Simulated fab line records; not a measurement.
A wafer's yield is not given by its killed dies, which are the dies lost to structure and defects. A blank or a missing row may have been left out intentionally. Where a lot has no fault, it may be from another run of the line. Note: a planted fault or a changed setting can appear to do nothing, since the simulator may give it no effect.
Matching of chambers	flow n5_finfet	N5_BEOL_M6_PECVD_70 on pecvd-04 has 3 sister chambers
The step deposits SiO2 from TEOS/O2, target thk 20 nm, time 22.7 s. 3 wafers are shown with their chamber, then 9 later ones without.

## WAFERS WITH THEIR CHAMBER
wafer	chamber	heater_power_w (W)
L087.4	0	630
L087.5	2	657
L087.6	1	912

## WAFERS MISSING THEIR CHAMBER
wafer	heater_power_w (W)
L089.4	592
L089.5	946
L089.6	691
L094.1	708
L094.2	676
L094.6	664
L096.1	635
L096.2	675
L096.6	823

## THE CHAMBER EACH PASSED THROUGH
wafer	from the rows above	in truth
L089.4	can't be placed: 0 or 2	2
L089.5	1	1
L089.6	can't be placed: 2 or 0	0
L094.1	can't be placed: 2 or 0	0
L094.2	can't be placed: 2 or 0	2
L094.6	can't be placed: 2 or 0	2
L096.1	can't be placed: 0 or 2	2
L096.2	can't be placed: 2 or 0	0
L096.6	can't be placed: 1 or 2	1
Placed correctly: 1 of 9. Not placeable from these rows: 8 (in 8, the candidates include the true chamber). Wrongly placed: 0.
How it was worked out, from the rows above alone: a wafer's distance from a chamber is the root of the sum, over the readings, of the square of ((its reading less the chamber's mean) divided by the reading's scatter). The wafer belongs to the nearest chamber; if the next one is less than 2 further off, it can't be placed. Each chamber's mean is taken over the wafers shown for it. The scatter (one wafer shown for each chamber): square how far every hidden wafer sits from the nearest shown wafer, average those squares and take the square root.
